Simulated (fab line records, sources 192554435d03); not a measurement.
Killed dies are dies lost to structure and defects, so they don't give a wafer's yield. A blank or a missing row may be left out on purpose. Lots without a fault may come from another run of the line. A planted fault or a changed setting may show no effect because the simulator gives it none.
fab line records | flow n5_finfet
record lots=24 wafers=72 last_day=18
route steps=1938 shown BEOL_M9@1448 BEOL_M10@1470
lots that met no fault: from a run of the same line without faults
start_h: hours from the record's first day to the start of the lot's first wafer shown | wait_h: hours since the lot's step before | " the same as in the row above | L1.1+2: a row that stands for several wafers | - no value, or no start given | * or withheld: withheld | < > ~ a bound
route shown NAME@n: a module of which the file shows steps, and the number in the route of the first | usual: mean/standard deviation of fault-free wafers | same: alike in all rows | chamber/n: place in a boat | sites: the reading at each site | _std_site: their standard deviation | _edge_site: outer sites' mean less inner sites' | radius_mm: how far each site lies from the wafer's centre | mask NAME#n: copy n | behind: the tool/chamber that last shaped the wafer | hold: why the lot was held/for how many hours/how that ended | device: the transistor (n, p or np) that didn't switch | end of line: the same wafers' tests at the end of the route | a step without rows: its recipe alone | killed: dies lost to structure and defects at the first sort, not the wafer's yield | map: a wafer's dies, x killed, . not, _ none there
set.NAME: the setting as run; set.NAME@STEP: as run at that earlier step | model.NAME: the simulator's own value behind a step, which no gauge read
steps of the route over a sample of lots; a table a step, a row a wafer
services: from which hour (start_h, from the record's first day; less than 0 if before it) a tool's chamber was out of use, for how many hours, and why
## steps
# step N5_BEOL_M9_STRIP_80
# recipe chemistry=N2/H2 time_s=10 power_w=450 temp_c=40 pressure_mtorr=20 rf_frequency_hz=6e+07 bias_power_w=7 n2_flow_sccm=200 h2_flow_sccm=200
# usual drypump_motor_current_A=5.6/0.35 oes_product_au=0.79/0.088 rf_vpp_V=59.2/0.83 showerhead_plenum_p_Torr=2.54/0.066 throttle_valve_pct=23.7/0.34
# columns lot.wafer tool chamber start_h wait_h drypump_motor_current_A oes_product_au rf_hours_counter_h rf_vpp_V showerhead_plenum_p_Torr throttle_valve_pct
L074.4 rie_diel-02 0 - - 5.5 0.91 22 59.5 2.60 24.0
L074.5 " 0 " " 5.5 0.93 - 58.4 2.60 24.0
L074.6 " 1 " " 6.1 0.87 - 57.9 2.59 24.1
L075.1 rie_diel-02 2 - - 5.5 0.70 210 58.7 2.54 23.9
L075.3 " 1 " " 6.1 0.88 52 58.8 2.59 24.1
L075.6 " 0 " " 5.5 0.91 - 58.7 2.60 24.0
L076.3 rie_diel-02 0 - - 5.5 0.91 23 58.4 2.60 24.0
L076.4 " 3 " " 5.2 0.81 89 58.8 2.59 23.4
L076.6 " 2 " " 5.5 0.70 - 59.0 2.54 23.9
L078.3 rie_diel-06 3 - - 5.5 0.74 196 58.8 2.43 24.1
L078.4 " 0 " " 5.1 0.68 241 59.4 2.61 23.4
L078.5 " 3 " " 5.5 0.73 - 60.0 2.43 24.1
L077.1 rie_diel-06 3 - - 5.5 0.75 197 57.5 2.43 24.1
L077.2 " 1 " " 5.3 0.77 155 60.0 2.54 23.7
L077.6 " 3 " " 5.5 0.74 - 58.3 2.43 24.1
L079.1 rie_diel-06 1 - - 5.3 0.77 155 60.2 2.54 23.7
L079.4 " 2 " " 6.0 0.83 67 59.1 2.47 23.6
L079.5 " 2 " " 6.0 0.83 - 60.6 2.47 23.6
L080.2 rie_diel-06 1 - - 5.4 0.77 156 59.5 2.54 23.7
L080.3 " 2 " " 6.0 0.84 69 59.0 2.47 23.6
L080.5 " 1 " " 5.3 0.76 - 58.9 2.54 23.7
L081.2 rie_diel-02 2 - - 5.6 0.69 221 59.0 2.53 23.9
L081.3 " 3 " " 5.2 0.80 98 58.7 2.58 23.4
L081.6 " 3 " " 5.2 0.80 - 58.6 2.58 23.4
L082.1 rie_diel-04 0 - - 6.0 0.69 236 59.5 2.49 23.3
L082.4 " 2 " " 6.1 0.72 182 58.8 2.62 23.6
L082.5 " 0 " " 5.9 0.69 - 59.6 2.49 23.3
L083.1 rie_diel-02 0 - - 5.4 0.89 35 59.5 2.60 24.0
L083.3 " 1 " " 6.1 0.85 67 59.6 2.58 24.1
L083.4 " 3 " " 5.2 0.79 102 59.7 2.58 23.4
L084.1 rie_diel-06 2 - - 6.0 0.82 80 59.1 2.47 23.6
L084.3 " 1 " " 5.3 0.76 169 58.7 2.53 23.7
L084.6 " 2 " " 6.0 0.83 - 59.3 2.47 23.6
L085.1 rie_diel-06 0 - - 5.1 1.01 0 58.6 2.60 23.1
L085.4 " 3 " " 5.5 0.74 209 57.7 2.42 24.1
L085.5 " 2 " " 6.0 0.81 - 58.6 2.47 23.6
L086.3 rie_diel-02 1 - - 6.1 0.84 73 57.5 2.58 24.1
L086.5 " 2 " " 5.6 0.68 - 60.4 2.53 23.9
L086.6 " 1 " " 6.1 0.84 - 59.5 2.58 24.1
L088.2 rie_diel-06 0 - - 5.1 0.99 5 58.8 2.60 23.1
L088.3 " 1 " " 5.3 0.74 176 58.7 2.53 23.7
L088.4 " 2 " " 6.0 0.81 88 57.1 2.47 23.6
L089.2 rie_diel-06 0 - - 5.1 0.99 5 62.4 2.60 23.0
L089.3 " 3 " " 5.5 0.73 214 59.9 2.42 24.1
L089.4 " 2 " " 6.0 0.81 89 59.5 2.47 23.6
L090.1 rie_diel-06 3 - - 5.5 0.72 215 58.9 2.42 24.1
L090.3 " 1 " " 5.3 0.74 178 59.5 2.53 23.7
L090.4 " 1 " " 5.3 0.74 - 59.9 2.53 23.7
L087.1 rie_diel-02 2 - - 5.5 0.68 235 60.6 2.53 23.9
L087.3 " 1 " " 6.1 0.83 79 59.3 2.58 24.1
L087.5 " 0 " " 5.5 0.86 - 59.4 2.59 24.0
L091.3 rie_diel-06 1 - - 5.3 0.75 180 59.0 2.53 23.7
L091.4 " 0 " " 5.0 0.98 - 60.1 2.60 23.1
L091.5 " 2 " " 6.0 0.81 - 60.8 2.46 23.6
L092.4 rie_diel-02 0 - - 5.4 0.85 60 59.2 2.59 24.1
L092.5 " 0 " " 5.5 0.84 - 59.1 2.59 24.0
L092.6 " 3 " " 5.2 0.77 - 58.4 2.57 23.5
L093.1 rie_diel-04 0 - - 5.9 1.03 1 58.3 2.49 23.0
L093.4 " 2 " " 6.1 0.70 208 60.9 2.61 23.6
L093.5 " 0 " " 5.9 1.03 - 59.5 2.49 23.1
L097.2 rie_diel-06 0 - - 5.0 0.95 20 59.2 2.60 23.1
L097.3 " 1 " " 5.3 0.74 192 59.4 2.52 23.8
L097.5 " 2 " " 6.0 0.79 - 60.2 2.46 23.6
L094.1 rie_diel-02 3 - - 5.1 0.77 127 60.5 2.57 23.5
L094.2 " 0 " " 5.5 0.85 60 60.8 2.59 24.0
L094.4 " 2 " " 5.5 0.68 247 58.7 2.52 24.0
L095.2 rie_diel-04 0 - - 6.0 1.00 3 59.4 2.48 23.1
L095.3 " 2 " " 6.1 0.69 209 60.8 2.61 23.6
L095.6 " 2 " " 6.1 0.69 - 59.5 2.61 23.6
L096.3 rie_diel-06 3 - - 5.5 0.71 235 59.3 2.41 24.2
L096.4 " 0 " " 5.1 0.92 27 59.5 2.59 23.1
L096.5 " 3 " " 5.5 0.71 - 58.0 2.41 24.2
# step N5_BEOL_M9_OCD_MEAS_38
# usual trench_depth_nm=150.6/2.5
# columns lot.wafer tool chamber start_h wait_h trench_depth_nm
L074.4 ocd-02 - 214.26 - 155.7
L074.5 " - " " 155.8
L074.6 " - " " 151.7
L075.1 ocd-02 - 214.76 - 147.8
L075.3 " - " " 149.7
L075.6 " - " " 153.8
L076.3 ocd-02 - 217.70 - 156.1
L076.4 " - " " 152.6
L076.6 " - " " 149.9
L078.3 ocd-01 - 230.83 - 152.9
L078.4 " - " " 152.8
L078.5 " - " " 152.5
L077.1 ocd-01 - 231.26 - 150.8
L077.2 " - " " 151.6
L077.6 " - " " 152.2
L079.1 ocd-01 - 233.50 - 150.8
L079.4 " - " " 150.4
L079.5 " - " " 149.7
L080.2 ocd-02 - 239.00 - 149.9
L080.3 " - " " 149.2
L080.5 " - " " 149.8
L081.2 ocd-01 - 251.30 - 146.0
L081.3 " - " " 150.7
L081.6 " - " " 151.3
L082.1 ocd-02 - 255.92 - 144.2
L082.4 " - " " 149.7
L082.5 " - " " 145.9
L083.1 ocd-02 - 259.23 - 155.3
L083.3 " - " " 152.3
L083.4 " - " " 153.4
L084.1 ocd-01 - 267.78 - 150.4
L084.3 " - " " 149.9
L084.6 " - " " 150.7
L085.1 ocd-02 - 274.76 - 151.7
L085.4 " - " " 150.2
L085.5 " - " " 147.4
L086.3 ocd-01 - 281.25 - 148.0
L086.5 " - " " 145.9
L086.6 " - " " 148.2
L088.2 ocd-01 - 289.19 - 155.5
L088.3 " - " " 149.7
L088.4 " - " " 150.3
L089.2 ocd-01 - 291.21 - 153.8
L089.3 " - " " 150.9
L089.4 " - " " 149.1
L090.1 ocd-01 - 294.89 - 148.8
L090.3 " - " " 148.7
L090.4 " - " " 148.1
L087.1 ocd-01 - 298.99 - 148.4
L087.3 " - " " 150.9
L087.5 " - " " 153.2
L091.3 ocd-01 - 299.24 - 150.2
L091.4 " - " " 156.8
L091.5 " - " " 150.0
L092.4 ocd-02 - 338.23 - 151.5
L092.5 " - " " 150.2
L092.6 " - " " 151.7
L093.1 ocd-01 - 338.23 - 151.3
L093.4 " - " " 147.6
L093.5 " - " " 151.5
L097.2 ocd-01 - 338.40 - 154.4
L097.3 " - " " 146.9
L097.5 " - " " 148.1
L094.1 ocd-02 - 338.90 - 153.4
L094.2 " - " " 154.0
L094.4 " - " " 147.8
L095.2 ocd-01 - 345.41 - 151.5
L095.3 " - " " 147.6
L095.6 " - " " 147.8
L096.3 ocd-01 - 364.67 - 151.0
L096.4 " - " " 153.9
L096.5 " - " " 149.8
# step N5_BEOL_M9_CMP_52
# recipe stop_on=SiCOH_lowk t_overpolish_s=7 down_force_psi=1 platen_rpm=50 clearing_platen_down_force_psi=1.5 clearing_platen_rpm=50 post_cmp_clean=cu_alkaline target_thk_nm=140 clearing_platen_pad_velocity_m_s=0.99484 pad_velocity_m_s=0.99484
# usual barrier_field_endpoint_s=29.0/0.82 clearing_platen_rpm=50.002/0.026 head_pressure_psi=1.0001/0.0021 motor_current_A=6.5/0.57 overpolish_run_s=6.999/0.0087 platen_rpm=50.00/0.036 time_to_endpoint_s=67/3.4
# columns lot.wafer tool chamber start_h wait_h barrier_field_endpoint_s clearing_platen_rpm head_pressure_psi motor_current_A overpolish_run_s platen_rpm time_to_endpoint_s
L074.4 cmp-03 0 216.95 0.2 28.5 50.008 1.0005 7.3 7.000 49.97 66
L074.5 " 1 " " 30.2 50.052 0.9948 6.5 7.003 50.04 73
L074.6 " 2 " " 29.6 49.969 1.0005 7.2 7.002 49.95 70
L075.1 cmp-01 1 217.12 0.3 29.2 49.996 1.0006 6.0 7.006 50.00 66
L075.3 " 3 " " 29.5 49.987 1.0006 6.7 6.989 49.96 69
L075.6 " 2 " " 29.6 49.981 1.0011 6.2 6.985 49.96 68
L076.3 cmp-03 3 219.75 0.2 29.8 49.980 1.0019 7.2 6.999 49.96 70
L076.4 " 0 " " 29.9 50.034 1.0008 7.6 6.998 49.97 67
L076.6 " 2 " " 30.7 49.994 1.0005 7.1 7.004 49.99 74
L078.4 cmp-03 2 234.25 0.2 29.7 49.989 0.9953 7.2 7.018 49.93 73
L078.3 " 3 " " 29.4 49.996 0.9987 7.3 7.004 49.98 69
L078.5 " 0 " " 27.9 49.997 1.0014 7.6 6.995 49.99 64
L077.1 cmp-03 3 234.68 0.3 30.4 49.988 1.0005 7.4 6.981 49.97 66
L077.2 " 1 " " 31.2 49.979 1.0015 6.4 6.989 50.04 73
L077.6 " 0 " " 30.5 49.960 1.0026 7.1 7.026 49.98 65
L079.4 cmp-01 1 235.50 0.1 27.8 50.020 1.0055 6.2 6.994 50.00 63
L079.1 " 3 " " 27.8 50.000 1.0014 7.0 6.993 50.08 64
L079.5 " 2 " " 28.6 49.983 0.9986 6.3 7.003 49.96 65
L080.2 cmp-03 2 242.47 0.2 29.5 50.010 0.9982 7.0 7.003 49.94 73
L080.3 " 1 " " 29.8 49.991 1.0024 6.4 6.988 50.05 75
L080.5 " 2 " " 31.2 50.006 0.9979 7.1 7.001 50.00 75
L081.3 cmp-01 2 253.81 0.2 29.4 49.973 0.9991 6.4 6.983 50.04 72
L081.2 " 3 " " 29.6 50.001 0.9989 6.9 7.013 49.98 70
L081.6 " 1 " " 29.8 49.987 0.9984 6.3 7.006 50.00 68
L082.4 cmp-01 3 258.09 0.2 28.9 49.976 0.9999 6.3 7.007 50.01 70
L082.1 " 1 " " 28.7 49.992 1.0036 5.8 7.002 50.01 66
L082.5 " 3 " " 30.1 49.993 0.9990 7.0 6.995 50.01 68
L083.3 cmp-02 2 262.54 0.3 28.2 49.972 0.9981 5.9 6.999 49.89 64
L083.4 " 3 " " 28.7 49.990 1.0019 6.0 7.002 50.00 64
L083.1 " 0 " " 28.8 50.015 1.0004 6.6 7.003 49.99 67
L084.1 cmp-02 3 269.77 0.3 27.6 49.988 0.9996 5.8 6.999 49.96 61
L084.3 " 0 " " 28.3 49.957 0.9994 6.5 7.013 50.03 65
L084.6 " 3 " " 28.5 50.003 1.0002 6.1 7.003 50.00 61
L085.1 cmp-01 2 277.73 0.3 28.4 49.995 1.0007 6.1 7.001 49.99 65
L085.4 " 1 " " 28.9 50.047 1.0019 6.3 7.004 50.00 67
L085.5 " 3 " " 28.7 50.026 1.0015 6.8 7.011 49.97 66
L086.3 cmp-02 3 283.20 0.3 27.4 49.976 0.9961 5.6 6.994 50.02 63
L086.6 " 0 " " 28.9 50.020 1.0002 6.3 7.005 50.02 67
L086.5 " 1 " " 28.7 49.994 1.0004 5.7 6.993 50.01 68
L088.3 cmp-03 0 291.67 0.2 27.9 50.006 0.9974 7.5 6.997 50.02 64
L088.4 " 2 " " 29.7 50.014 1.0007 7.3 7.002 50.09 67
L088.2 " 3 " " 28.9 50.021 1.0016 7.4 7.009 50.00 66
L089.2 cmp-03 3 293.47 0.2 29.4 50.035 0.9995 7.3 6.995 50.04 69
L089.4 " 0 " " 28.8 50.030 0.9971 8.0 6.981 49.98 65
L089.3 " 1 " " 29.8 49.986 0.9986 6.5 7.003 49.96 74
L090.3 cmp-02 1 297.15 0.2 28.9 49.965 1.0021 5.8 7.004 49.97 69
L090.1 " 2 " " 27.4 49.999 1.0022 6.2 7.006 50.03 67
L090.4 " 3 " " 28.1 49.985 0.9975 5.8 7.001 49.99 65
L087.1 cmp-01 3 301.25 0.3 28.0 50.011 1.0006 6.9 6.998 49.99 63
L087.3 " 1 " " 28.1 50.037 1.0002 6.0 7.004 50.09 63
L087.5 " 2 " " 28.8 49.977 1.0000 5.9 6.999 50.03 65
L091.3 cmp-01 0 302.19 0.2 28.4 50.045 0.9995 5.8 6.995 49.99 64
L091.4 " 1 " " 29.2 50.015 1.0041 6.0 7.004 50.00 66
L091.5 " 0 " " 28.8 50.067 0.9971 5.9 6.992 49.97 66
L092.4 cmp-02 2 340.32 0.2 29.0 49.990 0.9978 6.1 7.002 50.02 65
L092.5 " 1 " " 29.3 49.982 1.0027 5.5 6.995 50.00 69
L092.6 " 2 " " 30.0 50.036 0.9980 6.0 7.006 49.99 67
L093.4 cmp-02 1 342.10 0.3 29.0 50.028 0.9996 5.6 7.002 50.00 65
L093.1 " 3 " " 28.7 50.005 1.0022 5.5 7.004 49.98 65
L093.5 " 0 " " 29.3 49.990 0.9979 6.0 7.001 50.01 70
L097.2 cmp-01 3 342.23 0.2 27.3 49.961 0.9980 6.9 6.979 49.99 61
L097.3 " 1 " " 26.8 49.972 0.9978 5.9 6.999 50.02 62
L097.5 " 3 " " 28.4 50.036 0.9959 6.7 7.004 50.02 66
L094.4 cmp-01 3 342.55 0.2 28.7 49.974 0.9992 6.5 7.001 50.08 63
L094.1 " 0 " " 29.2 50.009 1.0018 6.1 6.996 50.00 67
L094.2 " 1 " " 29.0 49.998 0.9997 6.2 6.998 49.99 64
L095.3 cmp-01 3 347.63 0.2 28.5 50.017 0.9984 6.7 6.999 50.01 67
L095.2 " 1 " " 27.4 49.984 0.9982 6.0 6.984 50.04 62
L095.6 " 0 " " 29.0 50.018 0.9981 6.0 6.984 49.98 66
L096.3 cmp-01 3 367.31 0.2 28.2 49.999 0.9991 7.2 6.995 50.05 65
L096.4 " 0 " " 30.0 49.993 0.9997 6.0 7.015 50.06 65
L096.5 " 1 " " 30.2 50.035 0.9991 6.4 7.014 50.01 66
# step N5_BEOL_M10_ILD_DEP_00
# recipe material=SiCOH_lowk target_thk_a=3085.1 temp_c=300 precursor=DEMS/porogen pressure_torr=5 rf_w=500 time_s=58
# usual heater_power_w=288/60 showerhead_plenum_p_Torr=5.737/0.017 throttle_valve_pct=13.5/0.77
# columns lot.wafer tool chamber start_h wait_h heater_power_w showerhead_plenum_p_Torr throttle_valve_pct
L074.4 pecvd-03 0 217.36 0.1 197 5.745 14.1
L074.5 " 1 " " 382 5.762 15.5
L074.6 " 2 " " 329 5.721 13.2
L075.1 pecvd-04 0 217.64 0.0 260 5.738 13.3
L075.3 " 1 " " 291 5.701 13.6
L075.6 " 1 " " 225 5.705 13.4
L076.3 pecvd-04 0 220.24 0.1 258 5.742 12.9
L076.4 " 1 " " 291 5.729 13.3
L076.6 " 0 " " 254 5.734 13.2
L078.3 pecvd-01 0 234.67 0.0 291 5.753 13.1
L078.4 " 0 " " 294 5.718 13.3
L078.5 " 1 " " 433 5.772 14.9
L077.1 pecvd-04 2 235.18 0.0 300 5.750 13.0
L077.2 " 1 " " 261 5.717 13.7
L077.6 " 2 " " 297 5.737 12.9
L079.1 pecvd-04 0 236.00 0.0 257 5.730 13.2
L079.4 " 1 " " 247 5.708 13.4
L079.5 " 0 " " 257 5.737 13.0
L080.2 pecvd-03 2 242.97 0.0 266 5.728 13.2
L080.3 " 1 " " 373 5.747 15.5
L080.5 " 0 " " 244 5.749 13.8
L081.2 pecvd-04 0 254.23 0.0 231 5.750 13.0
L081.3 " 1 " " 249 5.717 13.3
L081.6 " 0 " " 244 5.741 13.3
L082.1 pecvd-04 2 258.55 0.0 298 5.740 12.6
L082.4 " 0 " " 225 5.731 13.3
L082.5 " 1 " " 219 5.711 13.3
L083.1 pecvd-04 2 263.00 0.0 273 5.751 12.5
L083.3 " 0 " " 238 5.747 13.1
L083.4 " 0 " " 239 5.739 13.2
L084.1 pecvd-01 1 270.22 0.0 412 5.757 15.1
L084.3 " 0 " " 292 5.752 13.3
L084.6 " 1 " " 428 5.763 14.7
L085.1 pecvd-04 0 278.40 0.0 227 5.738 13.0
L085.4 " 0 " " 234 5.739 13.2
L085.5 " 2 " " 252 5.741 12.9
L086.3 pecvd-04 2 283.59 0.0 241 5.756 13.1
L086.5 " 2 " " 257 5.755 12.8
L086.6 " 0 " " 255 5.753 12.7
L088.2 pecvd-03 2 292.16 0.0 323 5.726 13.1
L088.3 " 0 " " 245 5.744 13.9
L088.4 " 0 " " 251 5.750 14.1
L089.2 pecvd-01 0 293.93 0.0 262 5.744 13.4
L089.3 " 1 " " 479 5.778 15.1
L089.4 " 0 " " 270 5.738 13.4
L090.1 pecvd-03 1 297.64 0.0 368 5.745 15.7
L090.3 " 1 " " 375 5.744 15.7
L090.4 " 2 " " 317 5.717 13.2
L087.1 pecvd-04 2 301.70 0.0 290 5.742 13.0
L087.3 " 0 " " 253 5.744 13.1
L087.5 " 1 " " 272 5.725 13.6
L091.3 pecvd-04 0 302.68 0.0 216 5.746 13.0
L091.4 " 0 " " 226 5.740 12.9
L091.5 " 1 " " 277 5.730 13.7
L092.4 pecvd-01 0 340.80 0.1 323 5.747 13.4
L092.5 " 1 " " 403 5.759 14.8
L092.6 " 2 " " 366 5.722 13.5
L093.1 pecvd-04 2 342.57 0.0 244 5.746 13.2
L093.4 " 1 " " 224 5.704 13.5
L093.5 " 0 " " 245 5.728 13.0
L097.2 pecvd-04 1 342.72 0.0 267 5.713 13.6
L097.3 " 2 " " 266 5.742 13.1
L097.5 " 2 " " 278 5.740 12.9
L094.1 pecvd-04 2 343.01 0.0 231 5.758 12.7
L094.2 " 0 " " 244 5.733 13.1
L094.4 " 1 " " 284 5.728 13.6
L095.2 pecvd-01 0 348.12 0.0 312 5.751 13.0
L095.3 " 1 " " 410 5.766 14.8
L095.6 " 0 " " 315 5.754 13.4
L096.3 pecvd-03 1 367.73 0.0 381 5.736 15.4
L096.4 " 1 " " 404 5.740 15.5
L096.5 " 2 " " 312 5.731 13.2
# step N5_BEOL_M10_CURE_71
# recipe temp_c=385 time_s=240 ambient=He/Ar material=SiCOH_lowk
# usual lamp_power_pct=52.32/0.056 wafer_temp_C_max=386.8/0.65
# columns lot.wafer tool chamber start_h wait_h lamp_power_pct wafer_temp_C_max
L074.4 uv_cure-02 1 217.65 0.3 52.31 386.4
L074.5 " 1 " " 52.31 387.6
L074.6 " 1 " " 52.35 386.6
L075.1 uv_cure-03 1 217.96 0.3 52.26 386.8
L075.3 " 1 " " 52.40 386.7
L075.6 " 1 " " 52.29 386.6
L076.3 uv_cure-03 0 220.47 0.2 52.36 388.2
L076.4 " 0 " " 52.42 387.6
L076.6 " 0 " " 52.35 388.1
L078.3 uv_cure-03 2 234.91 0.2 52.31 386.5
L078.4 " 2 " " 52.24 386.7
L078.5 " 2 " " 52.30 386.7
L077.1 uv_cure-02 2 235.26 0.0 52.26 387.6
L077.2 " 2 " " 52.27 386.8
L077.6 " 2 " " 52.39 388.0
L079.1 uv_cure-01 1 236.22 0.2 52.31 387.0
L079.4 " 1 " " 52.27 386.8
L079.5 " 1 " " 52.26 386.6
L080.2 uv_cure-02 0 243.12 0.1 52.31 386.7
L080.3 " 0 " " 52.33 386.7
L080.5 " 0 " " 52.32 386.7
L081.2 uv_cure-01 0 254.39 0.1 52.30 386.2
L081.3 " 0 " " 52.38 385.9
L081.6 " 0 " " 52.37 385.9
L082.1 uv_cure-01 2 258.62 0.0 52.19 386.6
L082.4 " 2 " " 52.34 386.9
L082.5 " 2 " " 52.33 386.5
L083.1 uv_cure-02 1 263.07 0.0 52.31 387.5
L083.3 " 1 " " 52.33 386.9
L083.4 " 1 " " 52.43 387.5
L084.1 uv_cure-03 0 270.51 0.3 52.34 386.7
L084.3 " 0 " " 52.31 387.6
L084.6 " 0 " " 52.33 386.9
L085.1 uv_cure-03 1 278.48 0.0 52.34 386.8
L085.4 " 1 " " 52.27 386.4
L085.5 " 1 " " 52.32 386.9
L086.3 uv_cure-03 2 283.82 0.2 52.34 386.8
L086.5 " 2 " " 52.33 386.2
L086.6 " 2 " " 52.28 386.3
L088.2 uv_cure-02 2 292.32 0.1 52.17 387.9
L088.3 " 2 " " 52.26 387.4
L088.4 " 2 " " 52.37 387.4
L089.2 uv_cure-01 1 294.08 0.1 52.35 387.1
L089.3 " 1 " " 52.40 387.1
L089.4 " 1 " " 52.35 387.1
L090.1 uv_cure-01 0 297.74 0.1 52.38 385.6
L090.3 " 0 " " 52.20 385.9
L090.4 " 0 " " 52.29 385.7
L087.1 uv_cure-01 1 301.78 0.0 52.30 386.9
L087.3 " 1 " " 52.20 386.6
L087.5 " 1 " " 52.28 386.5
L091.3 uv_cure-01 2 302.93 0.2 52.34 387.4
L091.4 " 2 " " 52.34 386.6
L091.5 " 2 " " 52.37 386.6
L092.4 uv_cure-01 0 341.09 0.3 52.34 385.7
L092.5 " 0 " " 52.39 386.2
L092.6 " 0 " " 52.33 385.5
L093.1 uv_cure-03 0 342.64 0.0 52.26 387.7
L093.4 " 0 " " 52.32 387.9
L093.5 " 0 " " 52.31 387.7
L097.2 uv_cure-01 0 342.88 0.1 52.26 385.9
L097.3 " 0 " " 52.36 385.8
L097.5 " 0 " " 52.25 386.0
L094.1 uv_cure-03 0 343.12 0.1 52.35 387.2
L094.2 " 0 " " 52.37 387.3
L094.4 " 0 " " 52.28 387.3
L095.2 uv_cure-03 0 348.28 0.1 52.33 387.2
L095.3 " 0 " " 52.32 387.4
L095.6 " 0 " " 52.28 387.3
L096.3 uv_cure-03 1 367.97 0.2 52.28 386.4
L096.4 " 1 " " 52.37 386.6
L096.5 " 1 " " 52.33 386.6
# step N5_BEOL_M10_HM_DEP_02
# recipe material=TiN target_thk_a=200 temp_c=25 chamber_pressure_pa=0.49996
# usual chamber_pressure_pa=0.5000/0.00095 throttle_valve_pct=30.2/1.1
# columns lot.wafer tool chamber start_h wait_h chamber_pressure_pa throttle_valve_pct
L074.4 pvd_sputter-02 - 218.14 0.2 0.4997 30.9
L074.5 " - " " 0.4999 29.8
L074.6 " - " " 0.4998 31.2
L075.1 pvd_sputter-02 - 218.57 0.0 0.4984 29.7
L075.3 " - " " 0.5008 31.6
L075.6 " - " " 0.4992 29.8
L076.3 pvd_sputter-01 - 222.07 1.2 0.5000 29.2
L076.4 " - " " 0.4993 28.7
L076.6 " - " " 0.5002 28.9
L078.3 pvd_sputter-02 - 236.85 1.5 0.5003 31.6
L078.4 " - " " 0.4996 29.6
L078.5 " - " " 0.5003 31.3
L077.1 pvd_sputter-02 - 236.95 1.1 0.5014 31.0
L077.2 " - " " 0.5007 31.1
L077.6 " - " " 0.5027 31.4
L079.1 pvd_sputter-01 - 237.42 0.6 0.4998 28.9
L079.4 " - " " 0.4996 31.0
L079.5 " - " " 0.4992 28.9
L080.2 pvd_sputter-03 - 245.88 2.3 0.5003 31.7
L080.3 " - " " 0.4997 31.2
L080.5 " - " " 0.5004 31.0
L081.2 pvd_sputter-01 - 255.45 0.6 0.5005 28.9
L081.3 " - " " 0.5015 28.5
L081.6 " - " " 0.5003 29.6
L082.1 pvd_sputter-03 - 260.69 1.5 0.5002 29.5
L082.4 " - " " 0.4997 31.4
L082.5 " - " " 0.5006 31.1
L083.1 pvd_sputter-01 - 264.93 1.3 0.5001 29.0
L083.3 " - " " 0.4986 29.4
L083.4 " - " " 0.5000 28.6
L084.1 pvd_sputter-03 - 272.83 1.8 0.4994 31.5
L084.3 " - " " 0.4984 28.6
L084.6 " - " " 0.5019 28.7
L085.1 pvd_sputter-01 - 279.63 0.6 0.5001 31.2
L085.4 " - " " 0.4993 29.4
L085.5 " - " " 0.5010 30.9
L086.3 pvd_sputter-03 - 285.76 1.5 0.4984 29.0
L086.5 " - " " 0.4981 29.1
L086.6 " - " " 0.4997 29.2
L088.2 pvd_sputter-02 - 293.23 0.4 0.5000 31.0
L088.3 " - " " 0.5001 30.9
L088.4 " - " " 0.4999 29.4
L089.2 pvd_sputter-03 - 295.63 1.1 0.4997 29.2
L089.3 " - " " 0.5005 31.6
L089.4 " - " " 0.4993 31.5
L090.1 pvd_sputter-02 - 298.89 0.6 0.4987 29.5
L090.3 " - " " 0.4995 31.0
L090.4 " - " " 0.4999 30.9
L087.1 pvd_sputter-02 - 302.77 0.4 0.4993 31.1
L087.3 " - " " 0.4985 30.9
L087.5 " - " " 0.5017 30.9
L091.3 pvd_sputter-01 - 304.44 1.1 0.5023 31.2
L091.4 " - " " 0.4995 28.9
L091.5 " - " " 0.4995 29.4
L092.4 pvd_sputter-01 - 342.08 0.6 0.5015 31.1
L092.5 " - " " 0.4996 28.8
L092.6 " - " " 0.4989 29.5
L093.1 pvd_sputter-03 - 345.05 1.8 0.5003 29.2
L093.4 " - " " 0.4994 28.9
L093.5 " - " " 0.5003 28.8
L097.2 pvd_sputter-03 - 345.15 1.8 0.4991 31.4
L097.3 " - " " 0.5006 29.0
L097.5 " - " " 0.4994 31.5
L094.1 pvd_sputter-03 - 345.51 1.8 0.4998 29.2
L094.2 " - " " 0.5006 31.8
L094.4 " - " " 0.4995 31.6
L095.2 pvd_sputter-02 - 350.13 1.4 0.5009 29.4
L095.3 " - " " 0.5013 30.4
L095.6 " - " " 0.5006 31.1
L096.3 pvd_sputter-02 - 369.13 0.8 0.4998 31.0
L096.4 " - " " 0.4992 31.0
L096.5 " - " " 0.5005 30.8
## services
# columns tool chamber start_h hours kind
rie_diel-02 2 199.12 3.9 repair
rie_diel-06 - 201.04 0.4 repair
pecvd-04 - 206.89 0.8 repair
uv_cure-01 - 227.98 0.8 repair
rie_diel-06 3 237.11 10.1 repair
cmp-02 - 241.21 2.3 repair
cmp-01 - 244.66 2.3 repair
uv_cure-01 - 251.38 0.3 repair
rie_diel-02 2 262.89 2.0 repair
rie_diel-02 - 275.04 4.0 pm
cmp-02 - 277.63 3.8 repair
cmp-03 - 285.31 2.6 repair
rie_diel-02 2 291.71 6.1 repair
rie_diel-06 2 293.86 4.5 repair
uv_cure-03 - 295.39 2.1 pm
rie_diel-06 3 298.24 2.1 repair
cmp-02 - 302.98 4.0 pm
uv_cure-03 - 320.18 14.6 pm
cmp-03 - 332.12 1.7 repair
cmp-03 - 341.61 4.0 pm
cmp-01 - 346.41 1.1 repair
rie_diel-02 - 352.24 2.8 pm
cmp-02 - 354.18 12.6 pm
cmp-03 - 363.86 4.9 pm
## key
fault none
